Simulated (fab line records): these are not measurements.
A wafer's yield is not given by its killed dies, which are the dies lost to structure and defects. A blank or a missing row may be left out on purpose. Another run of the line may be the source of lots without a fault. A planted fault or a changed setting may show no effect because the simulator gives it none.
What tool caused it?	flow nandHarc	11 lots, 33 wafers sampled, at 5 steps of a route of 1159

## WHAT THE GAUGES SHOWED, per wafer
NHARC_END_SORT_01. Usual: killedAtArray 26, standard deviation 11; killedAtOther 0.6, standard deviation 1; killedAtPeriphery 3.1, standard deviation 2.1; killedDies 30, standard deviation 11; killedOpen 3.4, standard deviation 1.8; killedShort 2.1, standard deviation 1.5.
lot	measured	on	killedAtArray	killedAtOther	killedAtPeriphery	killedDies	killedOpen	killedShort	flag
L550	day 21 10:44	prober-02	17	1	2	20	3	0	

## EACH LOT AND THE TOOL THAT RAN IT (in order: tool; ch and the chambers of the sampled wafers; start)
lot	NHARC_A_CONTACT_STRIP_26	NHARC_A_BLC_ETCH_16	NHARC_A_BLC_STRIP_29	NHARC_A_BLC_ALD_23
L545	rieDiel-06 ch 0,1,2, day 17 12:57 or earlier	rieDiel-12 ch 0,1,3, day 17 12:57	rieDiel-12 ch 1,2, day 17 14:13	aldMetal-04 ch 0,1,2, day 17 15:01
L542	rieDiel-06 ch 0,1,3, day 17 21:36 or earlier	rieDiel-02 ch 0,1,3, day 17 21:36	rieDiel-12 ch 0,2,3, day 17 22:50	aldMetal-03 ch 1,2,3, day 17 23:39
L543	rieDiel-11 ch 0,2,3, day 17 21:56 or earlier	rieDiel-12 ch 0,2, day 17 21:56	rieDiel-12 ch 1,2,3, day 17 22:56	aldMetal-02 ch 0,1, day 17 23:48
L544	rieDiel-09 ch 0,1,2, day 17 23:27 or earlier	rieDiel-02 ch 0,3, day 17 23:27	rieDiel-02 ch 1,2, day 18 00:28	aldMetal-02 ch 0,1,3, day 18 01:14
L546	rieDiel-09 ch 0,2,3, day 17 23:59 or earlier	rieDiel-12 ch 1,2,3, day 17 23:59	rieDiel-02 ch 2,3, day 18 01:01	aldMetal-02 ch 1,2,3, day 18 01:49
L550	rieDiel-11 ch 1,2,3, day 19 03:07 or earlier	rieDiel-02 ch 0,1,2, day 19 03:07	rieDiel-12 ch 0,1,3, day 19 04:04	aldMetal-04 ch 0,1,3, day 19 04:53
L553	rieDiel-06 ch 0,2, day 19 18:56 or earlier	rieDiel-02 ch 0,1,2, day 19 18:56	rieDiel-07 ch 0,3, day 19 19:53	aldMetal-03 ch 0,2,3, day 19 20:42
L561	rieDiel-11 ch 1,2,3, day 21 15:09 or earlier	rieDiel-07 ch 0,2,3, day 21 15:09	rieDiel-02 ch 0,1,2, day 21 16:08	aldMetal-04 ch 1,2, day 21 16:53
L560	rieDiel-06 ch 0,2, day 21 20:32 or earlier	rieDiel-07 ch 0,2,3, day 21 20:32	rieDiel-02 ch 1,2, day 21 21:32	aldMetal-02 ch 0,2,3, day 21 22:21
L563	rieDiel-06 ch 1,2,3, day 22 17:43 or earlier	rieDiel-12 ch 0,2,3, day 22 17:43	rieDiel-02 ch 0,1,3, day 22 18:40	aldMetal-04 ch 0,1,3, day 22 19:29
L565	rieDiel-11 ch 2,3, day 22 19:42 or earlier	rieDiel-12 ch 0,1, day 22 19:42	rieDiel-02 ch 0,3, day 22 20:44	aldMetal-04 ch 0,2,3, day 22 21:34
- NHARC_A_CONTACT_STRIP_26: strips in O2.
- NHARC_A_BLC_ETCH_16: etches the open film in CF4, target depth 39 nm, time 65 s.
- NHARC_A_BLC_STRIP_29: strips in CF4.
- NHARC_A_BLC_ALD_23: deposits TiN, target thk 3 nm, pulse time 1 s, ald cycles 150.

## WHAT THE TOOLS THEMSELVES READ (means of the sampled wafers that have a number; where no wafer has one, the mark that the record gives instead)
NHARC_A_CONTACT_STRIP_26. Usual: drypumpMotorCurrentA 5.7 A, standard deviation 0.46; mfcArSccm 0.007 sccm, standard deviation 0.011; oesProductAu 0.998 a.u., standard deviation 0.0098; rfVppV 57.8 V, standard deviation 0.84; showerheadPlenumPTorr 3.56 Torr, standard deviation 0.12; throttleValvePct 17.037 %, standard deviation 0.0089.
lot	tool	drypumpMotorCurrentA (A)	mfcArSccm (sccm)	oesProductAu (a.u.)	rfVppV (V)	showerheadPlenumPTorr (Torr)	throttleValvePct (%)	flag
L545	rieDiel-06	5.6	0.001	0.999	57.6	3.42	17.044	
L542	rieDiel-06	5.9	0.001	1.000	57.1	3.41	17.038	
L543	rieDiel-11	5.4	0.009	0.996	57.4	3.57	17.036	
L544	rieDiel-09	5.6	0.010	1.001	57.8	3.54	17.040	
L546	rieDiel-09	5.8	0.003	1.009	57.8	3.54	17.036	
L550	rieDiel-11	5.6	0.011	1.004	57.6	3.68	17.039	
L553	rieDiel-06	5.2	0.001	0.995	57.7	3.65	17.041	
L561	rieDiel-11	5.6	0.011	0.995	58.5	3.67	17.036	
L560	rieDiel-06	5.4	0.002	0.989	57.9	3.71	17.034	
L563	rieDiel-06	5.7	0.000	0.997	58.4	3.49	17.042	
L565	rieDiel-11	5.5	0.019	1.002	57.9	3.67	17.034	

NHARC_A_BLC_ETCH_16. Usual: drypumpMotorCurrentA 5.8 A, standard deviation 0.55; mfcArSccm 0.008 sccm, standard deviation 0.013; oesProductAu 1.004 a.u., standard deviation 0.011; rfFwdPowerW 296.7 W, standard deviation 1.3; rfVppV 151.1 V, standard deviation 1.3; runLengthS 86.5 s, standard deviation 0.33; showerheadPlenumPTorr 1.74 Torr, standard deviation 0.075; throttleValvePct 13.284 %, standard deviation 0.0086.
lot	tool	drypumpMotorCurrentA (A)	mfcArSccm (sccm)	oesProductAu (a.u.)	rfFwdPowerW (W)	rfVppV (V)	runLengthS (s)	showerheadPlenumPTorr (Torr)	throttleValvePct (%)	flag
L545	rieDiel-12	6.2	0.012	1.012	297.0	150.4	86.8	1.68	13.280	
L542	rieDiel-02	5.8	0.012	1.007	297.0	151.9	86.7	1.78	13.283	
L543	rieDiel-12	5.4	0.003	1.010	296.4	151.7	86.5	1.78	13.287	
L544	rieDiel-02	5.7	0.000	1.002	296.6	150.1	86.4	1.72	13.293	
L546	rieDiel-12	5.5	0.010	0.999	295.7	150.6	86.6	1.74	13.283	
L550	rieDiel-02	5.8	0.012	1.010	295.4	150.4	81.6	1.76	13.284	OFF
L553	rieDiel-02	5.8	0.012	1.002	297.5	151.4	76.6	1.76	13.286	OFF
L561	rieDiel-07	6.2	0.011	1.005	296.6	151.5	86.2	1.76	13.291	
L560	rieDiel-07	6.2	0.011	0.997	296.1	151.2	86.2	1.76	13.295	
L563	rieDiel-12	5.6	0.003	1.010	296.2	150.9	86.5	1.72	13.286	
L565	rieDiel-12	6.5	0.022	1.007	296.3	150.3	86.7	1.70	13.286	

NHARC_A_BLC_STRIP_29. Usual: drypumpMotorCurrentA 5.9 A, standard deviation 0.56; mfcArSccm 0.009 sccm, standard deviation 0.014; oesProductAu 1.005 a.u., standard deviation 0.011; rfVppV 59.2 V, standard deviation 0.92; showerheadPlenumPTorr 1.74 Torr, standard deviation 0.075; throttleValvePct 13.283 %, standard deviation 0.0094.
lot	tool	drypumpMotorCurrentA (A)	mfcArSccm (sccm)	oesProductAu (a.u.)	rfVppV (V)	showerheadPlenumPTorr (Torr)	throttleValvePct (%)	flag
L545	rieDiel-12	5.3	0.010	1.001	59.2	1.80	13.287	
L542	rieDiel-12	5.6	0.003	1.002	59.1	1.72	13.285	
L543	rieDiel-12	5.5	0.010	1.008	59.6	1.74	13.290	
L544	rieDiel-02	5.8	0.012	0.992	59.8	1.80	13.275	
L546	rieDiel-02	5.8	0.000	0.994	58.9	1.80	13.282	
L550	rieDiel-12	6.2	0.012	1.004	58.8	1.68	13.287	
L553	rieDiel-07	6.5	0.021	0.991	59.8	1.72	13.284	
L561	rieDiel-02	5.8	0.012	1.010	59.8	1.76	13.292	
L560	rieDiel-02	5.8	0.023	1.018	59.5	1.81	13.283	
L563	rieDiel-02	5.7	0.012	1.015	59.2	1.78	13.275	
L565	rieDiel-02	5.7	0.001	1.016	59.5	1.78	13.290	

NHARC_A_BLC_ALD_23. Usual: heaterPowerW 1091 W, standard deviation 89; precursorPulseHeightRel 1.003, standard deviation 0.02; susceptorTempC 450.02 C, standard deviation 0.26.
lot	tool	heaterPowerW (W)	precursorPulseHeightRel	susceptorTempC (C)	flag
L545	aldMetal-04	1140	1.009	450.25	
L542	aldMetal-03	1115	1.012	450.16	
L543	aldMetal-02	1135	0.978	-	OFF
L544	aldMetal-02	1051	1.010	449.85	
L546	aldMetal-02	1044	0.997	449.79	
L550	aldMetal-04	985	0.988	450.16	
L553	aldMetal-03	1156	1.013	450.03	
L561	aldMetal-04	1134	0.990	449.95	
L560	aldMetal-02	1042	1.009	449.92	
L563	aldMetal-04	1002	1.001	450.08	
L565	aldMetal-04	1105	1.027	450.05	

## THE ANSWER, worked out from the rows above alone
Rule: take the mean of a lot's wafers that have a number; if it is more than 3 standard deviations from the usual mean, the lot is off. Also off: a lot with no number at a reading for which 4 or more lots have one. Where the step has rows for the other lots, those lots are counted as sound. Order of review: gauges by route order, followed by the tools' own readings, for which a lot's mean as printed above is used. The first step at which some lot is off is used, and at that step the reading that is off furthest; a lot without a number counts as furthest.
Off: L550, L553 (NHARC_A_BLC_ETCH_16, runLengthS).
If a tool, at that step or one of the process steps before it, ran each lot that is off and ran no sound lot following the first of them, it fits. With no start given for some of its lots, NHARC_A_CONTACT_STRIP_26 uses the hours and lot order of NHARC_A_BLC_ETCH_16. One fits: rieDiel-02 at NHARC_A_BLC_ETCH_16. Its last sound lot is L544 (day 17 23:27), its first lot that is off L550 (day 19 03:07): a fault that began between those two fits.
On the lots that are off, the tool's own readings at NHARC_A_BLC_ETCH_16 differ by more than 5 times the standard deviation of the sound lots' means, which bears it out; runLengthS reads 79.1 s there versus 86.5 s on the sound lots.

## WHAT THE SIMULATOR HAD PUT IN
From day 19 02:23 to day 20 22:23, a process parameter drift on rieDiel-02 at NHARC_A_BLC_ETCH_16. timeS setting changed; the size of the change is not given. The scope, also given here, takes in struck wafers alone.
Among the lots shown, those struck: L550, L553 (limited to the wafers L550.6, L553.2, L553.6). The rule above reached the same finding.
